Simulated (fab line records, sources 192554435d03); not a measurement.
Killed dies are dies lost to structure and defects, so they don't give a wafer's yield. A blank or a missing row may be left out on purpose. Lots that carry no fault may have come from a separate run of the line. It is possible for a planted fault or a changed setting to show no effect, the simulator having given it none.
fab line records + flow n5Finfet
[record]
- lots = 10
- wafers = 28
- lastDay = 17
route steps=1938 shown MOL_CONTACT_COAG@627 BEOL_M0_SAQP@632 BEOL_M4@1111 PASSIVATION@1936
lots with no fault: from the same line, run without faults
startH: start of the lot's first displayed wafer, in hours after the record's first day + waitH: hours from the lot's prior step to this one + " same as the row above + L1.1+2: a single row standing in for several wafers + - no value present, or no start provided + * or withheld: withheld + < > ~ a bound
route shown NAME@n: a module of which the file shows steps, and the number in the route of the first + usual: mean/standard deviation of fault-free wafers + same: alike in all rows + chamber/n: place in a boat + sites: readings site by site + _std_site: the values' standard deviation + _edge_site: the outer-site mean with the inner-site mean subtracted + radiusMm: for every site, how far away it sits from the centre of the wafer + mask NAME#n: copy n + behind: the last tool/chamber to shape the wafer + hold: reason for holding the lot/hours on hold/outcome of the hold + device: the n, p or np transistor that did not switch + end of line: tests run on the same wafers once the route is complete + for a step that has no rows: nothing shown but its recipe + killed: count of dies lost to structure and defects at first sort (not the wafer's yield) + map: a wafer's dies, marking killed ones x, the rest . and places with no die _
set.NAME: setting as actually run; set.NAME@STEP: the setting as run at that earlier step + model.NAME: the simulator's own value behind a step, which no gauge read
a sample of lots followed through the steps of the route, with each step as a table and each wafer as a row
services: a tool's chamber out of use, with start hour (startH, from the record's first day; less than 0 if before it), hours out, and reason
[[steps]]
[step N5_MOL_CONTACT_COAG_CMP_52]
[recipe]
- stopOn = SiO2
- tOverpolishS = 1.5
- postCmpClean = wDiluteNh4oh
- downForcePsi = 4
- platenRpm = 50.289
- padVelocityMS = 1.0006
- targetThkNm = 66.5
[usual]
- motorCurrentA = 12.1/0.95
- overpolishRunS = 1.501/0.0089
- slurryFilterDpKPa = 13.51/0.14
- timeToEndpointS = 13.7/2
| lot.wafer | tool   | chamber | startH | waitH | motorCurrentA | overpolishRunS | slurryFilterDpKPa | timeToEndpointS |
|-----------|--------|---------|--------|-------|---------------|----------------|-------------------|-----------------|
| L438.3    | cmp-04 | 2       | 104.20 | 0.1   | 11.8          | 1.503          | 13.34             | 12.1            |
| L438.2    | "      | 3       | "      | "     | 12.3          | 1.504          | 13.61             | 13.9            |
| L438.6    | "      | 1       | "      | "     | 12.4          | 1.489          | 13.60             | 11.5            |
| L439.2    | cmp-01 | 1       | 109.48 | 0.1   | 13.9          | 1.498          | 13.40             | 13.9            |
| L439.5    | "      | 0       | "      | "     | 13.2          | 1.509          | 13.61             | 14.1            |
| L439.6    | "      | 1       | "      | "     | 14.0          | 1.499          | 13.53             | 13.3            |
| L443.1    | cmp-04 | 3       | 135.31 | 0.0   | 12.0          | 1.495          | 13.53             | 15.2            |
| L443.4    | "      | 1       | "      | "     | 11.5          | 1.508          | 13.56             | 14.2            |
| L443.2    | "      | 2       | "      | "     | 12.1          | 1.491          | 13.67             | 10.8            |
| L444.4    | cmp-04 | 0       | 138.10 | 0.0   | 11.9          | 1.503          | 13.37             | 14.6            |
| L444.1    | "      | 1       | "      | "     | 11.5          | 1.518          | 13.46             | 13.5            |
| L444.3    | "      | 3       | "      | "     | 12.5          | 1.509          | 13.30             | 13.2            |
| L448.4    | cmp-01 | 3       | 166.75 | 0.1   | 11.9          | 1.491          | 13.77             | 12.4            |
| L448.3    | "      | 0       | "      | "     | 13.3          | 1.496          | 13.19             | 14.3            |
| L448.5    | "      | 1       | "      | "     | 13.7          | 1.502          | 13.47             | 14.6            |
| L450.1    | cmp-01 | 0       | 179.39 | 0.1   | 12.1          | 1.499          | 13.46             | 15.8            |
| L450.2    | "      | 1       | "      | "     | 14.1          | 1.495          | 13.70             | 13.7            |
| L450.5    | "      | 2       | "      | "     | 11.0          | 1.521          | 13.44             | 14.0            |
| L451.4    | cmp-03 | 3       | 182.43 | 0.1   | 11.0          | 1.516          | 13.72             | 18.0            |
| L451.3    | "      | 0       | "      | "     | 11.7          | 1.487          | 13.48             | 15.5            |
| L451.6    | "      | 3       | "      | "     | 11.5          | 1.498          | 13.35             | 14.1            |
| L454.3    | cmp-03 | 0       | 199.65 | 0.1   | 11.3          | 1.496          | 13.65             | 12.3            |
| L454.6    | "      | 0       | "      | "     | 10.8          | 1.526          | 13.53             | 12.9            |
| L455.3    | cmp-03 | 1       | 206.03 | 0.1   | 12.8          | 1.493          | 13.59             | 11.2            |
| L455.1    | "      | 3       | "      | "     | 12.2          | 1.497          | 13.63             | 12.9            |
| L459.4    | cmp-03 | 2       | 226.50 | 0.0   | 12.5          | 1.501          | 13.48             | 15.5            |
| L459.1    | "      | 0       | "      | "     | 11.6          | 1.488          | 13.68             | 12.5            |
| L459.3    | "      | 1       | "      | "     | 12.7          | 1.511          | 13.55             | 13.6            |
[step N5_BEOL_M0_SAQP_PECVD_00]
[recipe]
- material = SiCN
- targetThkA = 80
- tempC = withheld
- precursor = 3MS/NH3
- pressureTorr = 3
- rfW = 202
- timeS = 14
[usual]
- showerheadPlenumPTorr = 3.667/0.013
- throttleValvePct = 8.9/0.36
| lot.wafer | tool     | chamber | startH | waitH | showerheadPlenumPTorr | throttleValvePct |
|-----------|----------|---------|--------|-------|-----------------------|------------------|
| L438.2    | pecvd-04 | 2       | 110.28 | 0.2   | 3.661                 | 8.2              |
| L438.3    | "        | 0       | "      | "     | 3.680                 | 9.3              |
| L438.6    | "        | 0       | "      | "     | 3.665                 | 9.1              |
| L439.2    | pecvd-02 | 1       | 113.28 | 0.2   | 3.678                 | 9.5              |
| L439.5    | "        | 2       | "      | "     | 3.697                 | 9.0              |
| L439.6    | "        | 0       | "      | "     | 3.670                 | 8.5              |
| L443.1    | pecvd-03 | 0       | 138.99 | 0.2   | 3.659                 | 8.9              |
| L443.2    | "        | 1       | "      | "     | 3.656                 | 8.6              |
| L443.4    | "        | 0       | "      | "     | 3.652                 | 8.8              |
| L444.1    | pecvd-02 | 1       | 141.99 | 0.2   | 3.675                 | 9.1              |
| L444.3    | "        | 2       | "      | "     | 3.695                 | 9.1              |
| L444.4    | "        | 1       | "      | "     | 3.674                 | 9.5              |
| L448.3    | pecvd-03 | 0       | 170.36 | 0.1   | 3.648                 | 8.7              |
| L448.4    | "        | 0       | "      | "     | 3.646                 | 8.8              |
| L448.5    | "        | 1       | "      | "     | 3.664                 | 9.0              |
| L450.1    | pecvd-02 | 1       | 183.00 | 0.2   | 3.677                 | 9.4              |
| L450.2    | "        | 2       | "      | "     | 3.694                 | 9.1              |
| L450.5    | "        | 2       | "      | "     | 3.703                 | 9.3              |
| L451.3    | pecvd-02 | 1       | 186.07 | 0.1   | 3.662                 | 9.3              |
| L451.4    | "        | 1       | "      | "     | 3.673                 | 9.5              |
| L451.6    | "        | 2       | "      | "     | 3.699                 | 9.3              |
| L454.3    | pecvd-02 | 1       | 203.81 | 0.1   | 3.677                 | 9.5              |
| L454.6    | "        | 1       | "      | "     | 3.675                 | 9.7              |
| L455.1    | pecvd-04 | 0       | 209.67 | 0.2   | 3.668                 | 9.0              |
| L455.3    | "        | 2       | "      | "     | 3.666                 | 8.4              |
| L459.1    | pecvd-03 | 0       | 230.19 | 0.2   | 3.642                 | 8.8              |
| L459.3    | "        | 2       | "      | "     | 3.664                 | 9.1              |
| L459.4    | "        | 1       | "      | "     | 3.655                 | 8.9              |
[step N5_BEOL_M0_SAQP_PECVD_04]
[recipe]
- material = a-Si
- targetThkA = 600
- tempC = 350
- precursor = SiH4/He
- pressureTorr = 3
- rfW = 100
- timeS = 60.2
[usual]
- heaterPowerW = 634/79
- showerheadPlenumPTorr = 5.67/0.044
- throttleValvePct = 17.9/0.67
| lot.wafer | tool     | chamber | startH | waitH | heaterPowerW | showerheadPlenumPTorr | throttleValvePct |
|-----------|----------|---------|--------|-------|--------------|-----------------------|------------------|
| L438.2    | pecvd-03 | 1       | 111.67 | 0.0   | 585          | 5.64                  | 17.7             |
| L438.3    | "        | 0       | "      | "     | 737          | 5.61                  | 17.7             |
| L438.6    | "        | 0       | "      | "     | 736          | 5.59                  | 17.6             |
| L439.2    | pecvd-02 | 1       | 113.78 | 0.0   | 581          | 5.70                  | 19.1             |
| L439.5    | "        | 2       | "      | "     | 556          | 5.80                  | 18.2             |
| L439.6    | "        | 1       | "      | "     | 590          | 5.71                  | 19.1             |
| L443.1    | pecvd-04 | 0       | 141.15 | 0.0   | 526          | 5.70                  | 18.5             |
| L443.2    | "        | 1       | "      | "     | 509          | 5.65                  | 17.8             |
| L443.4    | "        | 1       | "      | "     | 508          | 5.66                  | 17.8             |
| L444.1    | pecvd-04 | 2       | 142.73 | 0.0   | 658          | 5.65                  | 16.5             |
| L444.3    | "        | 1       | "      | "     | 534          | 5.66                  | 17.7             |
| L444.4    | "        | 0       | "      | "     | 578          | 5.68                  | 18.7             |
| L448.3    | pecvd-04 | 1       | 171.80 | 0.0   | 478          | 5.66                  | 17.9             |
| L448.4    | "        | 2       | "      | "     | 723          | 5.65                  | 16.1             |
| L448.5    | "        | 1       | "      | "     | 482          | 5.65                  | 18.0             |
| L450.1    | pecvd-03 | 2       | 183.88 | 0.0   | 758          | 5.67                  | 17.8             |
| L450.2    | "        | 1       | "      | "     | 615          | 5.63                  | 18.1             |
| L450.5    | "        | 2       | "      | "     | 781          | 5.69                  | 18.1             |
| L451.3    | pecvd-03 | 2       | 189.52 | 0.1   | 696          | 5.67                  | 17.9             |
| L451.4    | "        | 1       | "      | "     | 634          | 5.64                  | 18.0             |
| L451.6    | "        | 1       | "      | "     | 649          | 5.64                  | 17.8             |
| L454.3    | pecvd-04 | 2       | 205.14 | 0.0   | 633          | 5.66                  | 16.6             |
| L454.6    | "        | 2       | "      | "     | 635          | 5.65                  | 16.7             |
| L455.1    | pecvd-03 | 1       | 211.37 | 0.0   | 628          | 5.63                  | 18.0             |
| L455.3    | "        | 0       | "      | "     | 714          | 5.61                  | 17.9             |
| L459.1    | pecvd-02 | 0       | 234.54 | 0.0   | 678          | 5.71                  | 17.5             |
| L459.3    | "        | 0       | "      | "     | 693          | 5.68                  | 17.7             |
| L459.4    | "        | 1       | "      | "     | 648          | 5.70                  | 19.3             |
[step N5_BEOL_M0_SAQP_PEB_12]
[recipe]
- pebTempC = withheld
- pebTimeS = 60
- resist = CAR-ArF
[usual]
- exhaustPa = 44.9/0.88
| lot.wafer | tool          | chamber | startH | waitH | exhaustPa |
|-----------|---------------|---------|--------|-------|-----------|
| L438.2    | lithoTrack-02 | 0       | 112.05 | 0.0   | 44.4      |
| L438.3    | "             | 0       | "      | "     | 45.2      |
| L438.6    | "             | 0       | "      | "     | 43.7      |
| L439.2    | lithoTrack-02 | 0       | 114.16 | 0.0   | 46.0      |
| L439.5    | "             | 0       | "      | "     | 45.2      |
| L439.6    | "             | 0       | "      | "     | 45.1      |
| L443.1    | lithoTrack-03 | 0       | 141.66 | 0.1   | 45.9      |
| L443.2    | "             | 0       | "      | "     | 45.0      |
| L443.4    | "             | 0       | "      | "     | 45.9      |
| L444.1    | lithoTrack-03 | 0       | 143.12 | 0.1   | 43.6      |
| L444.3    | "             | 0       | "      | "     | 44.1      |
| L444.4    | "             | 0       | "      | "     | 43.5      |
| L448.3    | lithoTrack-02 | 0       | 172.31 | 0.0   | 44.9      |
| L448.4    | "             | 0       | "      | "     | 44.5      |
| L448.5    | "             | 0       | "      | "     | 45.2      |
| L450.1    | lithoTrack-05 | 0       | 184.27 | 0.1   | 45.0      |
| L450.2    | "             | 0       | "      | "     | 46.0      |
| L450.5    | "             | 0       | "      | "     | 45.5      |
| L451.3    | lithoTrack-02 | 0       | 189.94 | 0.0   | 45.4      |
| L451.4    | "             | 0       | "      | "     | 45.1      |
| L451.6    | "             | 0       | "      | "     | 46.9      |
| L454.3    | lithoTrack-02 | 0       | 205.53 | 0.0   | 45.1      |
| L454.6    | "             | 0       | "      | "     | 45.9      |
| L455.1    | lithoTrack-02 | 0       | 211.91 | 0.1   | 44.0      |
| L455.3    | "             | 0       | "      | "     | 45.9      |
| L459.1    | lithoTrack-05 | 0       | 235.08 | 0.1   | 44.3      |
| L459.3    | "             | 0       | "      | "     | 43.2      |
| L459.4    | "             | 0       | "      | "     | 42.7      |
[step N5_BEOL_M0_SAQP_CD_MEAS_14]
[recipe]
- targetCdNm = 42.5
- landingEnergyEv = 500
- detector = seInlens
[usual]
- cdNm = 42.5/0.4
| lot.wafer | tool     | chamber | startH | waitH | cdNm |
|-----------|----------|---------|--------|-------|------|
| L438.2    | cdSem-02 | 0       | 112.12 | -     | 41.5 |
| L438.3    | "        | 0       | "      | "     | 41.9 |
| L438.6    | "        | 0       | "      | "     | 41.6 |
| L439.2    | cdSem-03 | 0       | 114.23 | -     | 42.4 |
| L439.5    | "        | 0       | "      | "     | 42.3 |
| L439.6    | "        | 0       | "      | "     | 42.3 |
| L443.1    | cdSem-02 | 0       | 141.73 | -     | 42.2 |
| L443.2    | "        | 0       | "      | "     | 42.0 |
| L443.4    | "        | 0       | "      | "     | 42.2 |
| L444.1    | cdSem-02 | 0       | 143.18 | -     | 43.0 |
| L444.3    | "        | 0       | "      | "     | 42.1 |
| L444.4    | "        | 0       | "      | "     | 42.5 |
| L448.3    | cdSem-02 | 0       | 172.38 | -     | 42.5 |
| L448.4    | "        | 0       | "      | "     | 42.6 |
| L448.5    | "        | 0       | "      | "     | 42.3 |
| L450.1    | cdSem-03 | 0       | 184.34 | -     | 42.2 |
| L450.2    | "        | 0       | "      | "     | 42.7 |
| L450.5    | "        | 0       | "      | "     | 42.4 |
| L451.3    | cdSem-03 | 0       | 190.01 | -     | 37.1 |
| L451.4    | "        | 0       | "      | "     | 42.3 |
| L451.6    | "        | 0       | "      | "     | 37.1 |
| L454.3    | cdSem-01 | 0       | 205.59 | -     | 37.7 |
| L454.6    | "        | 0       | "      | "     | 37.0 |
| L455.1    | cdSem-03 | 0       | 211.98 | -     | 42.5 |
| L455.3    | "        | 0       | "      | "     | 36.9 |
| L459.1    | cdSem-01 | 0       | 235.15 | -     | 42.7 |
| L459.3    | "        | 0       | "      | "     | 42.8 |
| L459.4    | "        | 0       | "      | "     | 42.5 |
[step N5_BEOL_M4_RC_MEAS_101]
[usual]
- DIBL_N = 36.0/1.7
- DIBL_P = 36.0/2
- IOFF_N = 0.156/0.028
- IOFF_P = 0.21/0.04
- ION_N = 673/12
- ION_P = 463/8.3
- SS_N = 71.4/0.6
- SS_P = 73.3/0.66
- VT_N = 250/3
- VT_P = -250/3.8
| lot.wafer | tool      | chamber | startH | waitH | DIBL_N[mV/V] | DIBL_P[mV/V] | IOFF_N[nA/um] | IOFF_P[nA/um] | ION_N[uA/um] | ION_P[uA/um] | SS_N[mV/dec] | SS_P[mV/dec] | VT_N[mV] | VT_P[mV] |
|-----------|-----------|---------|--------|-------|--------------|--------------|---------------|---------------|--------------|--------------|--------------|--------------|----------|----------|
| L438.2    | prober-01 | 0       | 165.53 | 0.2   | 35.2         | 35.4         | 0.146         | 0.20          | 668          | 470          | 71.2         | 73.2         | 252      | -250     |
| L438.3    | "         | 0       | "      | "     | 33.2         | 33.1         | 0.118         | 0.16          | 661          | 461          | 70.4         | 73.0         | 254      | -253     |
| L438.6    | "         | 0       | "      | "     | 33.7         | 34.3         | 0.132         | 0.19          | 667          | 458          | 71.0         | 72.7         | 252      | -250     |
| L439.2    | prober-01 | 0       | 173.52 | 0.2   | 33.3         | 32.2         | 0.102         | 0.17          | 653          | 460          | 70.6         | 72.2         | 256      | -253     |
| L439.5    | "         | 0       | "      | "     | 35.7         | 35.4         | 0.135         | 0.20          | 654          | 456          | 72.1         | 73.7         | 254      | -251     |
| L439.6    | "         | 0       | "      | "     | 35.2         | 34.4         | 0.136         | 0.20          | 666          | 459          | 71.4         | 72.7         | 254      | -249     |
| L443.1    | prober-01 | 0       | 190.45 | 0.0   | 34.8         | 33.7         | 0.118         | 0.18          | 652          | 454          | 71.3         | 73.1         | 255      | -252     |
| L443.2    | "         | 0       | "      | "     | 37.8         | 38.1         | 0.169         | 0.24          | 669          | 465          | 72.4         | 73.7         | 250      | -246     |
| L443.4    | "         | 0       | "      | "     | 35.3         | 34.2         | 0.136         | 0.18          | 672          | 463          | 71.1         | 72.9         | 250      | -252     |
| L444.1    | prober-02 | 0       | 203.34 | 0.0   | 39.3         | 39.6         | 0.205         | 0.27          | 676          | 471          | 72.0         | 75.0         | 248      | -247     |
| L444.3    | "         | 0       | "      | "     | 36.9         | 36.2         | 0.154         | 0.21          | 662          | 456          | 71.2         | 74.1         | 254      | -253     |
| L444.4    | "         | 0       | "      | "     | 38.1         | 36.6         | 0.160         | 0.21          | 662          | 455          | 71.5         | 74.0         | 254      | -254     |
| L448.3    | prober-02 | 0       | 227.16 | 0.3   | 32.3         | 32.4         | 0.112         | 0.19          | 658          | 462          | 70.2         | 72.7         | 254      | -249     |
| L448.4    | "         | 0       | "      | "     | 34.6         | 35.4         | 0.156         | 0.23          | 682          | 467          | 71.0         | 73.5         | 250      | -247     |
| L448.5    | "         | 0       | "      | "     | 34.7         | 35.3         | 0.142         | 0.22          | 660          | 459          | 71.6         | 73.2         | 252      | -247     |
| L450.1    | prober-02 | 0       | 238.77 | 0.0   | 35.4         | 35.3         | 0.164         | 0.23          | 678          | 467          | 71.0         | 72.4         | 247      | -245     |
| L450.2    | "         | 0       | "      | "     | 33.6         | 34.6         | 0.139         | 0.23          | 672          | 474          | 70.8         | 72.7         | 248      | -247     |
| L450.5    | "         | 0       | "      | "     | 35.8         | 36.7         | 0.188         | 0.27          | 695          | 480          | 71.8         | 73.8         | 246      | -245     |
| L451.3    | prober-01 | 0       | 243.23 | 0.3   | 36.4         | 37.6         | 0.171         | 0.28          | 694          | 480          | 71.3         | 73.8         | 248      | -240     |
| L451.4    | "         | 0       | "      | "     | 34.0         | 35.2         | 0.133         | 0.25          | 680          | 485          | 70.9         | 73.3         | 249      | -243     |
| L451.6    | "         | 0       | "      | "     | 35.7         | 37.5         | 0.155         | 0.28          | 688          | 480          | 71.4         | 74.7         | 248      | -244     |
| L454.3    | prober-02 | 0       | 263.12 | 0.3   | 38.2         | 39.8         | 0.180         | 0.26          | 676          | 466          | 71.8         | 73.4         | 248      | -246     |
| L454.6    | "         | 0       | "      | "     | 34.4         | 35.9         | 0.121         | 0.20          | 663          | 460          | 70.9         | 72.9         | 253      | -250     |
| L455.1    | prober-02 | 0       | 274.15 | 0.0   | 38.8         | 38.5         | 0.179         | 0.24          | 675          | 463          | 71.9         | 73.6         | 249      | -250     |
| L455.3    | "         | 0       | "      | "     | 37.1         | 36.2         | 0.156         | 0.22          | 687          | 470          | 71.3         | 72.2         | 248      | -248     |
| L459.1    | prober-02 | 0       | 296.62 | 0.0   | 34.3         | 34.3         | 0.137         | 0.20          | 671          | 463          | 71.6         | 73.4         | 252      | -247     |
| L459.3    | "         | 0       | "      | "     | 34.2         | 33.8         | 0.136         | 0.19          | 672          | 468          | 70.3         | 72.6         | 250      | -249     |
| L459.4    | "         | 0       | "      | "     | 34.4         | 34.6         | 0.143         | 0.21          | 675          | 472          | 70.9         | 73.2         | 249      | -245     |
[step N5_PASSIVATION_PROBE_49]
[usual]
- defectLimitedYield = 91.6/1.6
- killed_at_M0_to_M3 = 31/10
- killed_at_M4_up = 14/6.3
- killedAtContacts = 12/6.1
- killedAtFrontEnd = 39/12
- killedAtOther = 3.7/2.8
- killedDies = 100/19
- killedOpen = 66/14
- killedShort = 33/8.1
- sort_bin_5_function = 5.0/1.1
- sort_bin_6_memory = 3.2/0.66
- sortNPass = 1080/18
- sortYieldPct = 91.6/1.6
[same]
- grossDies = 1180
- killedAtBackSide = 0
- sort_bin_4_leakage[%] = 0
- sort_bin_8_speed[%] = 0
| lot.wafer | tool      | chamber | startH | waitH | defectLimitedYield[%] | killed_at_M0_to_M3 | killed_at_M4_up | killedAtContacts | killedAtFrontEnd | killedAtOther | killedDies | killedOpen | killedShort | sort_bin_5_function[%] | sort_bin_6_memory[%] | sortNPass | sortYieldPct[%] |
|-----------|-----------|---------|--------|-------|-----------------------|--------------------|-----------------|------------------|------------------|---------------|------------|------------|-------------|------------------------|----------------------|-----------|-----------------|
| L451.3    | prober-02 | -       | 347.85 | 0.1   | 89.4                  | 82                 | 5               | 4                | 32               | 2             | 125        | 43         | 31          | 8.0                    | 2.3                  | 1055      | 89.4            |
| L451.4    | prober-02 | -       | 347.90 | 0.2   | 93.1                  | 36                 | 12              | 2                | 27               | 5             | 82         | 53         | 25          | 4.0                    | 2.3                  | 1098      | 93.1            |
| L451.6    | prober-02 | -       | 348.00 | 0.3   | 85.8                  | 91                 | 15              | 16               | 43               | 3             | 168        | 82         | 39          | 10.3                   | 3.9                  | 1012      | 85.8            |
| L455.1    | prober-02 | -       | 376.70 | 0.0   | 88.2                  | 46                 | 16              | 21               | 52               | 4             | 139        | 92         | 45          | 7.1                    | 4.0                  | 1041      | 88.2            |
| L455.3    | prober-02 | -       | 376.80 | 0.1   | 86.6                  | 56                 | 13              | 26               | 58               | 5             | 158        | 84         | 48          | 8.1                    | 4.6                  | 1022      | 86.6            |
| L454.3    | prober-01 | -       | 376.97 | 0.1   | 89.7                  | 48                 | 21              | 6                | 46               | 1             | 122        | 67         | 26          | 6.9                    | 2.9                  | 1058      | 89.7            |
| L454.6    | prober-01 | -       | 377.12 | 0.3   | 87.6                  | 77                 | 9               | 7                | 53               | 0             | 146        | 49         | 35          | 9.2                    | 2.8                  | 1034      | 87.6            |
// killed by level:class
L451.3 BEOL_M0_SAQP:areaPeb=51 FIN_SAQP:geometricParticle:open=13 BEOL_M2:geometricParticle:open=10 BEOL_M0_SAQP:geometricParticle:short=7 BEOL_M0_SAQP:geometricParticle:open=5 BEOL_M3:geometricParticle:short=4 SDB:geometricParticle:short=3 FIN_SAQP:geometricParticle:short=3
L451.4 BEOL_M1:geometricParticle:open=9 FIN_SAQP:geometricParticle:open=7 BEOL_M0_SAQP:geometricParticle:short=7 BEOL_M3:geometricParticle:open=7 GATE_CUT:geometricParticle:short=5 BEOL_M0_SAQP:geometricParticle:open=5 BEOL_M4:geometricParticle:open=5 STI_FIN_REVEAL:geometricParticle:open=4
L451.6 BEOL_M0_SAQP:areaPeb=45 MOL_CONTACT_COAG:geometricParticle:open=14 FIN_SAQP:geometricParticle:open=10 BEOL_M0_SAQP:geometricParticle:short=10 BEOL_M0_SAQP:geometricParticle:open=9 BEOL_M1:geometricParticle:open=9 BEOL_M3:geometricParticle:open=8 STARTING-WAFER:geometricParticle:open=6
L455.1 FIN_SAQP:geometricParticle:open=19 MOL_CONTACT_COAG:geometricParticle:open=16 FIN_SAQP:geometricParticle:short=14 BEOL_M2:geometricParticle:open=13 BEOL_M0_SAQP:geometricParticle:short=11 BEOL_M0_SAQP:geometricParticle:open=9 BEOL_M4:geometricParticle:open=8 BEOL_M1:geometricParticle:open=7
L455.3 MOL_CONTACT_COAG:geometricParticle:open=23 BEOL_M0_SAQP:areaPeb=20 FIN_SAQP:geometricParticle:short=17 FIN_SAQP:geometricParticle:open=9 BEOL_M2:geometricParticle:open=8 BEOL_M1:geometricParticle:open=7 STI_FIN_REVEAL:geometricParticle:open=7 GATE_CUT:geometricParticle:short=7
L454.3 BEOL_M0_SAQP:areaPeb=28 STI_FIN_REVEAL:geometricParticle:open=10 FIN_SAQP:geometricParticle:short=8 DUMMY_GATE:geometricParticle:open=8 BEOL_M3:geometricParticle:open=7 BEOL_M4:geometricParticle:open=7 BEOL_M5:geometricParticle:open=7 GATE_CUT:geometricParticle:open=5
L454.6 BEOL_M0_SAQP:areaPeb=61 FIN_SAQP:geometricParticle:open=12 FIN_SAQP:geometricParticle:short=11 GATE_CUT:geometricParticle:short=7 MOL_CONTACT_COAG:geometricParticle:open=7 STARTING-WAFER:geometricParticle:open=5 STI_FIN_REVEAL:geometricParticle:open=4 DUMMY_GATE:geometricParticle:short=4
[[services]]
| tool     | chamber | startH | hours | kind                         |
|----------|---------|--------|-------|------------------------------|
| pecvd-03 | 0       | 81.52  | 5.5   | scheduledDown                |
| pecvd-03 | -       | 86.60  | 7.7   | repair                       |
| cmp-03   | -       | 92.40  | 3.5   | pm                           |
| cmp-04   | -       | 111.92 | 6.0   | pm                           |
| cmp-01   | -       | 118.04 | 1.8   | repair                       |
| pecvd-03 | 1       | 123.29 | 2.1   | scheduledDown                |
| cmp-03   | -       | 127.85 | 4.0   | pm                           |
| cmp-03   | -       | 141.38 | 0.2   | repair                       |
| cmp-04   | -       | 152.57 | 1.3   | repair                       |
| cmp-04   | -       | 176.96 | 4.8   | pm                           |
| pecvd-03 | 0       | 188.27 | 5.0   | repair                       |
| pecvd-02 | 2       | 191.46 | 2.1   | scheduledDown                |
| pecvd-03 | 0       | 202.08 | 2.1   | scheduledDown                |
| pecvd-02 | -       | 206.05 | 3.1   | repair                       |
| pecvd-02 | 2       | 215.16 | -     | clean                        |
| pecvd-02 | 2       | 215.16 | -     | consumableReplace:showerhead |
| pecvd-02 | 2       | 215.16 | 29.0  | scheduledDown                |
| pecvd-02 | 2       | 215.16 | 29.0  | ventCycle                    |
| pecvd-02 | -       | 217.20 | 2.8   | pm                           |
| cmp-03   | -       | 219.00 | 2.2   | repair                       |
| cmp-01   | -       | 221.34 | 4.7   | pm                           |
| cmp-04   | -       | 223.57 | 4.0   | pm                           |
| pecvd-03 | -       | 230.62 | 5.5   | pm                           |
| pecvd-02 | 1       | 235.00 | 3.7   | repair                       |
[[key]]
[firstSign]
- step = N5_BEOL_M0_SAQP_CD_MEAS_14
- reading = cdNm
- direction = down
- sigmas = 13
- usual = 42.5
- struck = 37.2
[effect]
- step = N5_PASSIVATION_PROBE_49
- reading = killed_at_M0_to_M3
- direction = up
- sigmas = 3.9
- usual = 31
- struck = 71
- wafersMoved = 4
[moreKillsBornAt]
- N5_BEOL_M0_SAQP_PEB_12@lithoTrack-02 = 205
metAt N5_BEOL_M0_SAQP_PEB_12
struckLots L451,L454,L455
struckWafers L451.3,L451.6,L454.3,L454.6,L455.3
notActingAt N5_MOL_CONTACT_COAG_CMP_52,N5_BEOL_M0_SAQP_PECVD_00,N5_BEOL_M0_SAQP_PECVD_04
onsetBetween 172.31 189.94
[fault]
- kind = processParameterDrift
- tool = lithoTrack-02
- chamber = -
- onsetH = 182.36
- steps = N5_BEOL_M0_SAQP_PEB_12
- channel = pebTimeS
- offset = *
- shape = step
- endH = 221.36
- scope = struckWafersOnly
- actsIn = *
- stated = *
